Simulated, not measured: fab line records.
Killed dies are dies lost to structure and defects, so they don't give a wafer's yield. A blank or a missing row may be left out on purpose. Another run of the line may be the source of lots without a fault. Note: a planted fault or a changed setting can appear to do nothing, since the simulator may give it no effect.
Chamber matching -- flow n5_finfet -- N5_BEOL_M0_SAQP_HM_OPEN_112 on rie_diel-01: 4 sister chambers
The step chemistry CHF3/O2, target SiO2, stops on a-Si, target depth 12 nm, time 13.5 s. 4 wafers are shown with their chamber, then 6 later ones without.

== WAFERS PAIRED WITH THEIR CHAMBERS ==
wafer,chamber,rf_vpp_V (V)
L483.2,2,524
L483.3,0,551
L484.4,3,513
L484.5,1,530

== WAFERS WITHOUT THEIR CHAMBER ==
wafer,rf_vpp_V (V)
L497.1,531
L497.2,551
L497.5,523
L498.1,530
L498.2,514
L498.4,550

== WHICH CHAMBER EACH ONE RAN IN ==
wafer,from the rows above,in truth
L497.1,1,1
L497.2,0,0
L497.5,2,2
L498.1,1,1
L498.2,3,3
L498.4,0,0
Placed correctly: 6 of 6. Can't be placed from these rows: 0. Wrongly placed: 0.
How it was worked out, from the rows above alone: a wafer's distance from a chamber is the root of the sum, over the readings, of the square of ((its reading less the chamber's mean) divided by the reading's scatter). If the next closest chamber is less than 2 further off than the closest, the wafer can't be placed; otherwise it belongs to the closest. A chamber's mean is the mean of its shown wafers. The scatter (one wafer shown for each chamber): square how far every hidden wafer sits from the nearest shown wafer, average those squares and take the square root.
